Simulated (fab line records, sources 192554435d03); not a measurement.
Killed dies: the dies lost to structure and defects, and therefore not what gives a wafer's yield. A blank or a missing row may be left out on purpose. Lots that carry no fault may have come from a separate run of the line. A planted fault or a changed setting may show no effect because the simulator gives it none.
Which tool is to blame? :: flow n5-finfet :: 24 lots, 72 wafers sampled, at 6 steps of a route of 1938

## WHAT EACH GAUGE READ, for each wafer
N5_BEOL_M4_THK_MEAS_01. Usual: M4_ILD_THK gives 78.9 nm (standard deviation 1.2).
lot: L074
measured: day 8 00:46
on: film-metro-01
M4_ILD_THK (nm): 78.5 79.1 77.7
flag: 

lot: L075
measured: day 8 19:57
on: film-metro-01
M4_ILD_THK (nm): 78.8 79.3 79.6
flag: 

lot: L076
measured: day 8 23:49
on: film-metro-01
M4_ILD_THK (nm): 79.4 79.3 79.2
flag: 

lot: L079
measured: day 9 00:32
on: film-metro-02
M4_ILD_THK (nm): 79.4 77.4 79.5
flag: 

lot: L077
measured: day 9 02:14
on: film-metro-02
M4_ILD_THK (nm): 80.7 77.0 78.5
flag: 

lot: L078
measured: day 9 05:19
on: film-metro-01
M4_ILD_THK (nm): 79.9 81.0 79.7
flag: 

lot: L080
measured: day 9 09:15
on: film-metro-02
M4_ILD_THK (nm): 77.9 79.2 78.9
flag: 

lot: L081
measured: day 9 12:27
on: film-metro-01
M4_ILD_THK (nm): 78.1 79.3 80.4
flag: 

lot: L083
measured: day 10 02:02
on: film-metro-01
M4_ILD_THK (nm): 78.6 79.5 77.7
flag: 

lot: L082
measured: day 10 18:13
on: film-metro-01
M4_ILD_THK (nm): 78.7 80.0 80.0
flag: 

lot: L084
measured: day 10 23:20
on: film-metro-01
M4_ILD_THK (nm): 76.8 78.7 78.5
flag: 

lot: L086
measured: day 11 02:11
on: film-metro-02
M4_ILD_THK (nm): 78.3 78.5 80.3
flag: 

lot: L085
measured: day 11 05:19
on: film-metro-01
M4_ILD_THK (nm): 78.1 77.2 78.9
flag: 

lot: L087
measured: day 11 15:48
on: film-metro-02
M4_ILD_THK (nm): 80.2 78.2 78.8
flag: 

lot: L088
measured: day 11 18:55
on: film-metro-02
M4_ILD_THK (nm): 80.4 77.7 79.8
flag: 

lot: L090
measured: day 12 11:50
on: film-metro-02
M4_ILD_THK (nm): 77.5 76.9 76.3
flag: 

lot: L089
measured: day 12 18:12
on: film-metro-02
M4_ILD_THK (nm): 79.0 78.2 79.5
flag: 

lot: L091
measured: day 12 18:05
on: film-metro-01
M4_ILD_THK (nm): 79.5 76.9 78.6
flag: 

lot: L092
measured: day 12 20:19
on: film-metro-01
M4_ILD_THK (nm): 79.4 80.3 79.8
flag: 

lot: L093
measured: day 12 23:29
on: film-metro-01
M4_ILD_THK (nm): 78.0 80.8 78.2
flag: 

lot: L094
measured: day 13 06:14
on: film-metro-01
M4_ILD_THK (nm): 79.1 78.2 78.3
flag: 

lot: L096
measured: day 13 13:00
on: film-metro-02
M4_ILD_THK (nm): 79.2 79.5 78.8
flag: 

lot: L095
measured: day 13 19:15
on: film-metro-02
M4_ILD_THK (nm): 78.1 77.1 79.1
flag: 

lot: L097
measured: day 14 11:15
on: film-metro-02
M4_ILD_THK (nm): 77.1 78.7 80.5
flag: 

## EACH LOT AND THE TOOL THAT RAN IT (in order: tool; ch and the chambers of the sampled wafers; start)
lot: L074
N5_BEOL_M3_STRIP_36: rie-diel-04 ch 0,2,3, day 7 18:35
N5_BEOL_M3_ALD_84: ald-metal-03 ch 0,3, day 7 19:31
N5_BEOL_M3_SURFACE_TREAT_85: pvd-sputter-02, day 7 19:52
N5_BEOL_M3_SPUTTER_79: pvd-sputter-01, day 7 20:32
N5_BEOL_M3_DEP_57: pecvd-02 ch 0,2, day 8 00:35

lot: L075
N5_BEOL_M3_STRIP_36: rie-diel-04 ch 1,2, day 8 14:15
N5_BEOL_M3_ALD_84: ald-metal-01 ch 0,3, day 8 14:44
N5_BEOL_M3_SURFACE_TREAT_85: pvd-sputter-03, day 8 15:10
N5_BEOL_M3_SPUTTER_79: pvd-sputter-01, day 8 17:01
N5_BEOL_M3_DEP_57: pecvd-01 ch 0,1, day 8 19:44

lot: L076
N5_BEOL_M3_STRIP_36: rie-diel-04 ch 0,3, day 8 19:22
N5_BEOL_M3_ALD_84: ald-metal-04 ch 0,3, day 8 20:12
N5_BEOL_M3_SURFACE_TREAT_85: pvd-sputter-01, day 8 20:27
N5_BEOL_M3_SPUTTER_79: pvd-sputter-03, day 8 21:00
N5_BEOL_M3_DEP_57: pecvd-01 ch 0,1,2, day 8 23:38

lot: L079
N5_BEOL_M3_STRIP_36: rie-diel-03 ch 0,1,2, day 8 19:35
N5_BEOL_M3_ALD_84: ald-metal-03 ch 0,2,3, day 8 20:20
N5_BEOL_M3_SURFACE_TREAT_85: pvd-sputter-01, day 8 20:37
N5_BEOL_M3_SPUTTER_79: pvd-sputter-01, day 8 21:25
N5_BEOL_M3_DEP_57: pecvd-04 ch 0,1,2, day 9 00:20

lot: L077
N5_BEOL_M3_STRIP_36: rie-diel-01 ch 0,1,2, day 8 20:23
N5_BEOL_M3_ALD_84: ald-metal-04 ch 1,2,3, day 8 22:40
N5_BEOL_M3_SURFACE_TREAT_85: pvd-sputter-03, day 8 22:54
N5_BEOL_M3_SPUTTER_79: pvd-sputter-03, day 8 23:20
N5_BEOL_M3_DEP_57: pecvd-01 ch 0,1,2, day 9 02:02

lot: L078
N5_BEOL_M3_STRIP_36: rie-diel-01 ch 2,3, day 9 00:34
N5_BEOL_M3_ALD_84: ald-metal-01 ch 1,2,3, day 9 01:22
N5_BEOL_M3_SURFACE_TREAT_85: pvd-sputter-02, day 9 01:41
N5_BEOL_M3_SPUTTER_79: pvd-sputter-02, day 9 02:36
N5_BEOL_M3_DEP_57: pecvd-01 ch 0,1,2, day 9 05:08

lot: L080
N5_BEOL_M3_STRIP_36: rie-diel-01 ch 1,2,3, day 9 04:36
N5_BEOL_M3_ALD_84: ald-metal-03 ch 0,2, day 9 05:42
N5_BEOL_M3_SURFACE_TREAT_85: pvd-sputter-03, day 9 06:00
N5_BEOL_M3_SPUTTER_79: pvd-sputter-02, day 9 06:31
N5_BEOL_M3_DEP_57: pecvd-04 ch 0,1, day 9 09:02

lot: L081
N5_BEOL_M3_STRIP_36: rie-diel-03 ch 0,3, day 9 05:45
N5_BEOL_M3_ALD_84: ald-metal-04 ch 0,1, day 9 08:46
N5_BEOL_M3_SURFACE_TREAT_85: pvd-sputter-01, day 9 09:01
N5_BEOL_M3_SPUTTER_79: pvd-sputter-03, day 9 09:28
N5_BEOL_M3_DEP_57: pecvd-01 ch 0,1, day 9 12:15

lot: L083
N5_BEOL_M3_STRIP_36: rie-diel-01 ch 0,2, day 9 16:14
N5_BEOL_M3_ALD_84: ald-metal-03 ch 2,3, day 9 17:01
N5_BEOL_M3_SURFACE_TREAT_85: pvd-sputter-02, day 9 17:25
N5_BEOL_M3_SPUTTER_79: pvd-sputter-02, day 9 18:25
N5_BEOL_M3_DEP_57: pecvd-01 ch 0,1, day 10 01:50

lot: L082
N5_BEOL_M3_STRIP_36: rie-diel-04 ch 0,2,3, day 10 13:56
N5_BEOL_M3_ALD_84: ald-metal-04 ch 0,1,2, day 10 14:41
N5_BEOL_M3_SURFACE_TREAT_85: pvd-sputter-02, day 10 14:59
N5_BEOL_M3_SPUTTER_79: pvd-sputter-02, day 10 15:28
N5_BEOL_M3_DEP_57: pecvd-01 ch 2, day 10 18:00

lot: L084
N5_BEOL_M3_STRIP_36: rie-diel-03 ch 0,1,2, day 10 18:36
N5_BEOL_M3_ALD_84: ald-metal-01 ch 1,2, day 10 19:47
N5_BEOL_M3_SURFACE_TREAT_85: pvd-sputter-03, day 10 20:02
N5_BEOL_M3_SPUTTER_79: pvd-sputter-03, day 10 20:29
N5_BEOL_M3_DEP_57: pecvd-02 ch 0, day 10 23:05

lot: L086
N5_BEOL_M3_STRIP_36: rie-diel-03 ch 0,1,3, day 10 21:34
N5_BEOL_M3_ALD_84: ald-metal-03 ch 0,2,3, day 10 22:29
N5_BEOL_M3_SURFACE_TREAT_85: pvd-sputter-01, day 10 22:45
N5_BEOL_M3_SPUTTER_79: pvd-sputter-01, day 10 23:14
N5_BEOL_M3_DEP_57: pecvd-02 ch 0,2, day 11 01:58

lot: L085
N5_BEOL_M3_STRIP_36: rie-diel-01 ch 0,1,2, day 11 00:52
N5_BEOL_M3_ALD_84: ald-metal-01 ch 0,2, day 11 01:47
N5_BEOL_M3_SURFACE_TREAT_85: pvd-sputter-03, day 11 02:05
N5_BEOL_M3_SPUTTER_79: pvd-sputter-03, day 11 02:33
N5_BEOL_M3_DEP_57: pecvd-02 ch 0,2, day 11 05:05

lot: L087
N5_BEOL_M3_STRIP_36: rie-diel-01 ch 1,2, day 11 10:38
N5_BEOL_M3_ALD_84: ald-metal-04 ch 0,1,3, day 11 11:58
N5_BEOL_M3_SURFACE_TREAT_85: pvd-sputter-03, day 11 12:25
N5_BEOL_M3_SPUTTER_79: pvd-sputter-03, day 11 13:04
N5_BEOL_M3_DEP_57: pecvd-02 ch 0,1, day 11 15:35

lot: L088
N5_BEOL_M3_STRIP_36: rie-diel-01 ch 0,1,2, day 11 14:39
N5_BEOL_M3_ALD_84: ald-metal-01 ch 0,2,3, day 11 15:15
N5_BEOL_M3_SURFACE_TREAT_85: pvd-sputter-01, day 11 15:29
N5_BEOL_M3_SPUTTER_79: pvd-sputter-03, day 11 16:06
N5_BEOL_M3_DEP_57: pecvd-04 ch 1,2, day 11 18:43

lot: L090
N5_BEOL_M3_STRIP_36: rie-diel-01 ch 0,1,3, day 12 07:23
N5_BEOL_M3_ALD_84: ald-metal-03 ch 0,1,2, day 12 07:56
N5_BEOL_M3_SURFACE_TREAT_85: pvd-sputter-01, day 12 08:11
N5_BEOL_M3_SPUTTER_79: pvd-sputter-01, day 12 08:54
N5_BEOL_M3_DEP_57: pecvd-04 ch 0,2, day 12 11:39

lot: L089
N5_BEOL_M3_STRIP_36: rie-diel-01 ch 0,3, day 12 13:30
N5_BEOL_M3_ALD_84: ald-metal-03 ch 0,2, day 12 14:31
N5_BEOL_M3_SURFACE_TREAT_85: pvd-sputter-01, day 12 14:49
N5_BEOL_M3_SPUTTER_79: pvd-sputter-01, day 12 15:17
N5_BEOL_M3_DEP_57: pecvd-01 ch 0,2, day 12 18:01

lot: L091
N5_BEOL_M3_STRIP_36: rie-diel-04 ch 0,1,3, day 12 13:49
N5_BEOL_M3_ALD_84: ald-metal-01 ch 0,1,2, day 12 14:32
N5_BEOL_M3_SURFACE_TREAT_85: pvd-sputter-03, day 12 14:51
N5_BEOL_M3_SPUTTER_79: pvd-sputter-03, day 12 15:22
N5_BEOL_M3_DEP_57: pecvd-04 ch 0,1,2, day 12 17:53

lot: L092
N5_BEOL_M3_STRIP_36: rie-diel-01 ch 1,2, day 12 14:17
N5_BEOL_M3_ALD_84: ald-metal-04 ch 2,3, day 12 14:47
N5_BEOL_M3_SURFACE_TREAT_85: pvd-sputter-03, day 12 15:01
N5_BEOL_M3_SPUTTER_79: pvd-sputter-01, day 12 17:21
N5_BEOL_M3_DEP_57: pecvd-02 ch 0,1,2, day 12 20:07

lot: L093
N5_BEOL_M3_STRIP_36: rie-diel-01 ch 1,2,3, day 12 18:53
N5_BEOL_M3_ALD_84: ald-metal-04 ch 0,2,3, day 12 19:45
N5_BEOL_M3_SURFACE_TREAT_85: pvd-sputter-03, day 12 20:01
N5_BEOL_M3_SPUTTER_79: pvd-sputter-01, day 12 20:33
N5_BEOL_M3_DEP_57: pecvd-04 ch 0,1,2, day 12 23:17

lot: L094
N5_BEOL_M3_STRIP_36: rie-diel-04 ch 0,1,2, day 13 01:07
N5_BEOL_M3_ALD_84: ald-metal-01 ch 1,3, day 13 02:00
N5_BEOL_M3_SURFACE_TREAT_85: pvd-sputter-02, day 13 02:22
N5_BEOL_M3_SPUTTER_79: pvd-sputter-01, day 13 02:56
N5_BEOL_M3_DEP_57: pecvd-01 ch 0,1, day 13 06:02

lot: L096
N5_BEOL_M3_STRIP_36: rie-diel-01 ch 0,1,2, day 13 07:53
N5_BEOL_M3_ALD_84: ald-metal-03 ch 1,2, day 13 08:45
N5_BEOL_M3_SURFACE_TREAT_85: pvd-sputter-03, day 13 09:07
N5_BEOL_M3_SPUTTER_79: pvd-sputter-03, day 13 10:13
N5_BEOL_M3_DEP_57: pecvd-04 ch 0,2, day 13 12:48

lot: L095
N5_BEOL_M3_STRIP_36: rie-diel-03 ch 0,2,3, day 13 13:34
N5_BEOL_M3_ALD_84: ald-metal-04 ch 0,1,2, day 13 14:26
N5_BEOL_M3_SURFACE_TREAT_85: pvd-sputter-02, day 13 14:49
N5_BEOL_M3_SPUTTER_79: pvd-sputter-01, day 13 16:16
N5_BEOL_M3_DEP_57: pecvd-02 ch 1,2, day 13 19:04

lot: L097
N5_BEOL_M3_STRIP_36: rie-diel-01 ch 1,3, day 14 07:08
N5_BEOL_M3_ALD_84: ald-metal-01 ch 1,3, day 14 07:47
N5_BEOL_M3_SURFACE_TREAT_85: pvd-sputter-01, day 14 08:01
N5_BEOL_M3_SPUTTER_79: pvd-sputter-02, day 14 08:32
N5_BEOL_M3_DEP_57: pecvd-02 ch 0,2, day 14 11:03
- N5_BEOL_M3_STRIP_36: strips in N2/H2.
- N5_BEOL_M3_ALD_84: deposits TaN, pulse time 2 s, purge time 3 s, co reactant purge time 2 s.
- N5_BEOL_M3_SURFACE_TREAT_85
- N5_BEOL_M3_SPUTTER_79: material Cu, target thk 4.5 nm, time 8.29 s.
- N5_BEOL_M3_DEP_57: deposits SiCN from 3MS/NH3, target thk 8 nm, time 14 s.

## AS READ BY THE TOOLS THEMSELVES (means over the sampled wafers that have a number; for cases with no such wafer, the mark the record gives instead)
N5_BEOL_M3_STRIP_36. Usual: drypump-motor-current-A 5.4 A, standard deviation 0.42; oes-product-au 0.83 a.u., standard deviation 0.091; rf-vpp-V 59.2 V, standard deviation 1.4; showerhead-plenum-p-Torr 2.53 Torr, standard deviation 0.098; throttle-valve-pct 23.6 %, standard deviation 0.4.
lot: L074
tool: rie-diel-04
drypump-motor-current-A (A): 5.5
oes-product-au (a.u.): 0.80
rf-vpp-V (V): 59.4
showerhead-plenum-p-Torr (Torr): 2.53
throttle-valve-pct (%): 23.9
flag: 

lot: L075
tool: rie-diel-04
drypump-motor-current-A (A): 5.0
oes-product-au (a.u.): 0.73
rf-vpp-V (V): 60.0
showerhead-plenum-p-Torr (Torr): 2.46
throttle-valve-pct (%): 23.8
flag: 

lot: L076
tool: rie-diel-04
drypump-motor-current-A (A): 6.0
oes-product-au (a.u.): 0.81
rf-vpp-V (V): 59.6
showerhead-plenum-p-Torr (Torr): 2.57
throttle-valve-pct (%): 24.1
flag: 

lot: L079
tool: rie-diel-03
drypump-motor-current-A (A): 5.2
oes-product-au (a.u.): 0.82
rf-vpp-V (V): 58.6
showerhead-plenum-p-Torr (Torr): 2.58
throttle-valve-pct (%): 23.5
flag: 

lot: L077
tool: rie-diel-01
drypump-motor-current-A (A): 5.3
oes-product-au (a.u.): 0.89
rf-vpp-V (V): 58.6
showerhead-plenum-p-Torr (Torr): 2.53
throttle-valve-pct (%): 23.7
flag: 

lot: L078
tool: rie-diel-01
drypump-motor-current-A (A): 5.5
oes-product-au (a.u.): 0.92
rf-vpp-V (V): 58.6
showerhead-plenum-p-Torr (Torr): 2.50
throttle-valve-pct (%): 23.3
flag: 

lot: L080
tool: rie-diel-01
drypump-motor-current-A (A): 5.4
oes-product-au (a.u.): 0.86
rf-vpp-V (V): 57.7
showerhead-plenum-p-Torr (Torr): 2.48
throttle-valve-pct (%): 23.5
flag: 

lot: L081
tool: rie-diel-03
drypump-motor-current-A (A): 5.4
oes-product-au (a.u.): 0.89
rf-vpp-V (V): 59.6
showerhead-plenum-p-Torr (Torr): 2.60
throttle-valve-pct (%): 23.2
flag: 

lot: L083
tool: rie-diel-01
drypump-motor-current-A (A): 5.4
oes-product-au (a.u.): 0.95
rf-vpp-V (V): 59.8
showerhead-plenum-p-Torr (Torr): 2.62
throttle-valve-pct (%): 23.5
flag: 

lot: L082
tool: rie-diel-04
drypump-motor-current-A (A): 5.5
oes-product-au (a.u.): 0.78
rf-vpp-V (V): 59.4
showerhead-plenum-p-Torr (Torr): 2.52
throttle-valve-pct (%): 24.0
flag: 

lot: L084
tool: rie-diel-03
drypump-motor-current-A (A): 5.2
oes-product-au (a.u.): 0.81
rf-vpp-V (V): 59.5
showerhead-plenum-p-Torr (Torr): 2.58
throttle-valve-pct (%): 23.5
flag: 

lot: L086
tool: rie-diel-03
drypump-motor-current-A (A): 5.6
oes-product-au (a.u.): 0.81
rf-vpp-V (V): 59.5
showerhead-plenum-p-Torr (Torr): 2.55
throttle-valve-pct (%): 23.6
flag: 

lot: L085
tool: rie-diel-01
drypump-motor-current-A (A): 5.3
oes-product-au (a.u.): 0.85
rf-vpp-V (V): 59.7
showerhead-plenum-p-Torr (Torr): 2.52
throttle-valve-pct (%): 23.7
flag: 

lot: L087
tool: rie-diel-01
drypump-motor-current-A (A): 5.3
oes-product-au (a.u.): 0.83
rf-vpp-V (V): 58.3
showerhead-plenum-p-Torr (Torr): 2.44
throttle-valve-pct (%): 23.7
flag: 

lot: L088
tool: rie-diel-01
drypump-motor-current-A (A): 5.3
oes-product-au (a.u.): 0.86
rf-vpp-V (V): 58.6
showerhead-plenum-p-Torr (Torr): 2.52
throttle-valve-pct (%): 23.7
flag: 

lot: L090
tool: rie-diel-01
drypump-motor-current-A (A): 5.3
oes-product-au (a.u.): 0.84
rf-vpp-V (V): 59.5
showerhead-plenum-p-Torr (Torr): 2.55
throttle-valve-pct (%): 23.5
flag: 

lot: L089
tool: rie-diel-01
drypump-motor-current-A (A): 5.5
oes-product-au (a.u.): 0.90
rf-vpp-V (V): 58.2
showerhead-plenum-p-Torr (Torr): 2.60
throttle-valve-pct (%): 23.1
flag: 

lot: L091
tool: rie-diel-04
drypump-motor-current-A (A): 5.8
oes-product-au (a.u.): 0.79
rf-vpp-V (V): 60.0
showerhead-plenum-p-Torr (Torr): 2.54
throttle-valve-pct (%): 23.9
flag: 

lot: L092
tool: rie-diel-01
drypump-motor-current-A (A): 5.4
oes-product-au (a.u.): 0.81
rf-vpp-V (V): 59.3
showerhead-plenum-p-Torr (Torr): 2.43
throttle-valve-pct (%): 23.7
flag: 

lot: L093
tool: rie-diel-01
drypump-motor-current-A (A): 5.4
oes-product-au (a.u.): 0.82
rf-vpp-V (V): 59.8
showerhead-plenum-p-Torr (Torr): 2.47
throttle-valve-pct (%): 23.5
flag: 

lot: L094
tool: rie-diel-04
drypump-motor-current-A (A): 5.2
oes-product-au (a.u.): 0.76
rf-vpp-V (V): 59.2
showerhead-plenum-p-Torr (Torr): 2.50
throttle-valve-pct (%): 23.8
flag: 

lot: L096
tool: rie-diel-01
drypump-motor-current-A (A): 5.3
oes-product-au (a.u.): 0.82
rf-vpp-V (V): 59.2
showerhead-plenum-p-Torr (Torr): 2.51
throttle-valve-pct (%): 23.7
flag: 

lot: L095
tool: rie-diel-03
drypump-motor-current-A (A): 5.4
oes-product-au (a.u.): 0.83
rf-vpp-V (V): 57.9
showerhead-plenum-p-Torr (Torr): 2.56
throttle-valve-pct (%): 23.4
flag: 

lot: L097
tool: rie-diel-01
drypump-motor-current-A (A): 5.3
oes-product-au (a.u.): 0.76
rf-vpp-V (V): 59.9
showerhead-plenum-p-Torr (Torr): 2.44
throttle-valve-pct (%): 23.8
flag: 

N5_BEOL_M3_ALD_84. Usual: heater-power-outer-w 239 W, standard deviation 34; heater-power-w 432 W, standard deviation 51; precursor-vessel-pressure-torr 26.25 Torr, standard deviation 0.049; precursor-vessel-temp-c 75.01 C, standard deviation 0.11.
lot: L074
tool: ald-metal-03
heater-power-outer-w (W): 215
heater-power-w (W): 374
precursor-vessel-pressure-torr (Torr): 26.25
precursor-vessel-temp-c (C): 75.03
flag: 

lot: L075
tool: ald-metal-01
heater-power-outer-w (W): 238
heater-power-w (W): 445
precursor-vessel-pressure-torr (Torr): 26.27
precursor-vessel-temp-c (C): 75.01
flag: 

lot: L076
tool: ald-metal-04
heater-power-outer-w (W): 251
heater-power-w (W): 440
precursor-vessel-pressure-torr (Torr): 26.24
precursor-vessel-temp-c (C): 75.11
flag: 

lot: L079
tool: ald-metal-03
heater-power-outer-w (W): 222
heater-power-w (W): 399
precursor-vessel-pressure-torr (Torr): 26.27
precursor-vessel-temp-c (C): 75.05
flag: 

lot: L077
tool: ald-metal-04
heater-power-outer-w (W): 221
heater-power-w (W): 415
precursor-vessel-pressure-torr (Torr): 26.20
precursor-vessel-temp-c (C): 74.99
flag: 

lot: L078
tool: ald-metal-01
heater-power-outer-w (W): 237
heater-power-w (W): 440
precursor-vessel-pressure-torr (Torr): 26.25
precursor-vessel-temp-c (C): 75.11
flag: 

lot: L080
tool: ald-metal-03
heater-power-outer-w (W): 233
heater-power-w (W): 411
precursor-vessel-pressure-torr (Torr): 26.22
precursor-vessel-temp-c (C): 74.92
flag: 

lot: L081
tool: ald-metal-04
heater-power-outer-w (W): 247
heater-power-w (W): 457
precursor-vessel-pressure-torr (Torr): 26.33
precursor-vessel-temp-c (C): 74.96
flag: 

lot: L083
tool: ald-metal-03
heater-power-outer-w (W): 223
heater-power-w (W): 397
precursor-vessel-pressure-torr (Torr): 26.25
precursor-vessel-temp-c (C): 75.01
flag: 

lot: L082
tool: ald-metal-04
heater-power-outer-w (W): 247
heater-power-w (W): 453
precursor-vessel-pressure-torr (Torr): 26.25
precursor-vessel-temp-c (C): 75.04
flag: 

lot: L084
tool: ald-metal-01
heater-power-outer-w (W): 255
heater-power-w (W): 466
precursor-vessel-pressure-torr (Torr): 26.22
precursor-vessel-temp-c (C): 74.89
flag: 

lot: L086
tool: ald-metal-03
heater-power-outer-w (W): 228
heater-power-w (W): 396
precursor-vessel-pressure-torr (Torr): 26.27
precursor-vessel-temp-c (C): 75.05
flag: 

lot: L085
tool: ald-metal-01
heater-power-outer-w (W): 286
heater-power-w (W): 496
precursor-vessel-pressure-torr (Torr): 26.28
precursor-vessel-temp-c (C): 74.93
flag: 

lot: L087
tool: ald-metal-04
heater-power-outer-w (W): 248
heater-power-w (W): 453
precursor-vessel-pressure-torr (Torr): 26.33
precursor-vessel-temp-c (C): 75.02
flag: 

lot: L088
tool: ald-metal-01
heater-power-outer-w (W): 259
heater-power-w (W): 475
precursor-vessel-pressure-torr (Torr): 26.26
precursor-vessel-temp-c (C): 74.98
flag: 

lot: L090
tool: ald-metal-03
heater-power-outer-w (W): 235
heater-power-w (W): 418
precursor-vessel-pressure-torr (Torr): 26.23
precursor-vessel-temp-c (C): 75.10
flag: 

lot: L089
tool: ald-metal-03
heater-power-outer-w (W): 222
heater-power-w (W): 394
precursor-vessel-pressure-torr (Torr): 26.27
precursor-vessel-temp-c (C): 75.08
flag: 

lot: L091
tool: ald-metal-01
heater-power-outer-w (W): 247
heater-power-w (W): 444
precursor-vessel-pressure-torr (Torr): 26.24
precursor-vessel-temp-c (C): 75.07
flag: 

lot: L092
tool: ald-metal-04
heater-power-outer-w (W): 218
heater-power-w (W): 414
precursor-vessel-pressure-torr (Torr): 26.21
precursor-vessel-temp-c (C): 74.92
flag: 

lot: L093
tool: ald-metal-04
heater-power-outer-w (W): 247
heater-power-w (W): 450
precursor-vessel-pressure-torr (Torr): 26.24
precursor-vessel-temp-c (C): 74.98
flag: 

lot: L094
tool: ald-metal-01
heater-power-outer-w (W): 205
heater-power-w (W): 395
precursor-vessel-pressure-torr (Torr): 26.24
precursor-vessel-temp-c (C): 75.14
flag: 

lot: L096
tool: ald-metal-03
heater-power-outer-w (W): 249
heater-power-w (W): 437
precursor-vessel-pressure-torr (Torr): 26.28
precursor-vessel-temp-c (C): 74.98
flag: 

lot: L095
tool: ald-metal-04
heater-power-outer-w (W): 248
heater-power-w (W): 450
precursor-vessel-pressure-torr (Torr): 26.25
precursor-vessel-temp-c (C): 74.94
flag: 

lot: L097
tool: ald-metal-01
heater-power-outer-w (W): 215
heater-power-w (W): 421
precursor-vessel-pressure-torr (Torr): 26.28
precursor-vessel-temp-c (C): 75.08
flag: 

N5_BEOL_M3_SPUTTER_79. Usual: throttle-valve-pct at 30.2 %, with a standard deviation of 0.7.
lot: L074
tool: pvd-sputter-01
throttle-valve-pct (%): 30.9
flag: 

lot: L075
tool: pvd-sputter-01
throttle-valve-pct (%): 30.8
flag: 

lot: L076
tool: pvd-sputter-03
throttle-valve-pct (%): 30.0
flag: 

lot: L079
tool: pvd-sputter-01
throttle-valve-pct (%): 30.7
flag: 

lot: L077
tool: pvd-sputter-03
throttle-valve-pct (%): 29.6
flag: 

lot: L078
tool: pvd-sputter-02
throttle-valve-pct (%): 30.7
flag: 

lot: L080
tool: pvd-sputter-02
throttle-valve-pct (%): 30.3
flag: 

lot: L081
tool: pvd-sputter-03
throttle-valve-pct (%): 29.9
flag: 

lot: L083
tool: pvd-sputter-02
throttle-valve-pct (%): 31.2
flag: 

lot: L082
tool: pvd-sputter-02
throttle-valve-pct (%): 30.4
flag: 

lot: L084
tool: pvd-sputter-03
throttle-valve-pct (%): 29.6
flag: 

lot: L086
tool: pvd-sputter-01
throttle-valve-pct (%): 29.8
flag: 

lot: L085
tool: pvd-sputter-03
throttle-valve-pct (%): 30.0
flag: 

lot: L087
tool: pvd-sputter-03
throttle-valve-pct (%): 29.8
flag: 

lot: L088
tool: pvd-sputter-03
throttle-valve-pct (%): 29.9
flag: 

lot: L090
tool: pvd-sputter-01
throttle-valve-pct (%): 30.1
flag: 

lot: L089
tool: pvd-sputter-01
throttle-valve-pct (%): 30.6
flag: 

lot: L091
tool: pvd-sputter-03
throttle-valve-pct (%): 29.9
flag: 

lot: L092
tool: pvd-sputter-01
throttle-valve-pct (%): 30.8
flag: 

lot: L093
tool: pvd-sputter-01
throttle-valve-pct (%): 30.4
flag: 

lot: L094
tool: pvd-sputter-01
throttle-valve-pct (%): 30.3
flag: 

lot: L096
tool: pvd-sputter-03
throttle-valve-pct (%): 29.5
flag: 

lot: L095
tool: pvd-sputter-01
throttle-valve-pct (%): 30.6
flag: 

lot: L097
tool: pvd-sputter-02
throttle-valve-pct (%): 31.0
flag: 

N5_BEOL_M3_DEP_57. Usual: showerhead-plenum-p-Torr 3.666 Torr, standard deviation 0.018; throttle-valve-pct 9.2 %, standard deviation 0.51.
lot: L074
tool: pecvd-02
showerhead-plenum-p-Torr (Torr): 3.683
throttle-valve-pct (%): 8.9
flag: 

lot: L075
tool: pecvd-01
showerhead-plenum-p-Torr (Torr): 3.657
throttle-valve-pct (%): 9.5
flag: 

lot: L076
tool: pecvd-01
showerhead-plenum-p-Torr (Torr): 3.654
throttle-valve-pct (%): 9.3
flag: 

lot: L079
tool: pecvd-04
showerhead-plenum-p-Torr (Torr): 3.671
throttle-valve-pct (%): 9.3
flag: 

lot: L077
tool: pecvd-01
showerhead-plenum-p-Torr (Torr): 3.646
throttle-valve-pct (%): 9.4
flag: 

lot: L078
tool: pecvd-01
showerhead-plenum-p-Torr (Torr): 3.654
throttle-valve-pct (%): 9.4
flag: 

lot: L080
tool: pecvd-04
showerhead-plenum-p-Torr (Torr): 3.669
throttle-valve-pct (%): 10.1
flag: 

lot: L081
tool: pecvd-01
showerhead-plenum-p-Torr (Torr): 3.661
throttle-valve-pct (%): 9.8
flag: 

lot: L083
tool: pecvd-01
showerhead-plenum-p-Torr (Torr): 3.660
throttle-valve-pct (%): 9.9
flag: 

lot: L082
tool: pecvd-01
showerhead-plenum-p-Torr (Torr): 3.631
throttle-valve-pct (%): 8.8
flag: 

lot: L084
tool: pecvd-02
showerhead-plenum-p-Torr (Torr): 3.676
throttle-valve-pct (%): 8.8
flag: 

lot: L086
tool: pecvd-02
showerhead-plenum-p-Torr (Torr): 3.686
throttle-valve-pct (%): 8.8
flag: 

lot: L085
tool: pecvd-02
showerhead-plenum-p-Torr (Torr): 3.684
throttle-valve-pct (%): 8.7
flag: 

lot: L087
tool: pecvd-02
showerhead-plenum-p-Torr (Torr): 3.675
throttle-valve-pct (%): 8.9
flag: 

lot: L088
tool: pecvd-04
showerhead-plenum-p-Torr (Torr): 3.671
throttle-valve-pct (%): 9.0
flag: 

lot: L090
tool: pecvd-04
showerhead-plenum-p-Torr (Torr): 3.666
throttle-valve-pct (%): 9.4
flag: 

lot: L089
tool: pecvd-01
showerhead-plenum-p-Torr (Torr): 3.636
throttle-valve-pct (%): 9.0
flag: 

lot: L091
tool: pecvd-04
showerhead-plenum-p-Torr (Torr): 3.667
throttle-valve-pct (%): 9.4
flag: 

lot: L092
tool: pecvd-02
showerhead-plenum-p-Torr (Torr): 3.683
throttle-valve-pct (%): 9.0
flag: 

lot: L093
tool: pecvd-04
showerhead-plenum-p-Torr (Torr): 3.668
throttle-valve-pct (%): 9.3
flag: 

lot: L094
tool: pecvd-01
showerhead-plenum-p-Torr (Torr): 3.655
throttle-valve-pct (%): 9.5
flag: 

lot: L096
tool: pecvd-04
showerhead-plenum-p-Torr (Torr): 3.665
throttle-valve-pct (%): 9.4
flag: 

lot: L095
tool: pecvd-02
showerhead-plenum-p-Torr (Torr): 3.684
throttle-valve-pct (%): 9.1
flag: 

lot: L097
tool: pecvd-02
showerhead-plenum-p-Torr (Torr): 3.688
throttle-valve-pct (%): 8.8
flag: 

## THE ANSWER, worked out from the rows above alone
Rule: lot off if the mean of its wafers having a number is beyond 3 standard deviations from the usual mean. Also off: a lot with no number at a reading for which 4 or more lots have one. Any other lot the step has rows for is counted as sound. The gauges are gone through in route order, then the tools' own readings, and for those a lot's mean is taken as printed above. At the first step where some lot is off, the reading lying furthest off is the one used; lots without a number count as furthest.
Across all readings shown, no lot is off: no conclusion can be drawn from this.

## WHAT THE SIMULATOR HAD INSERTED
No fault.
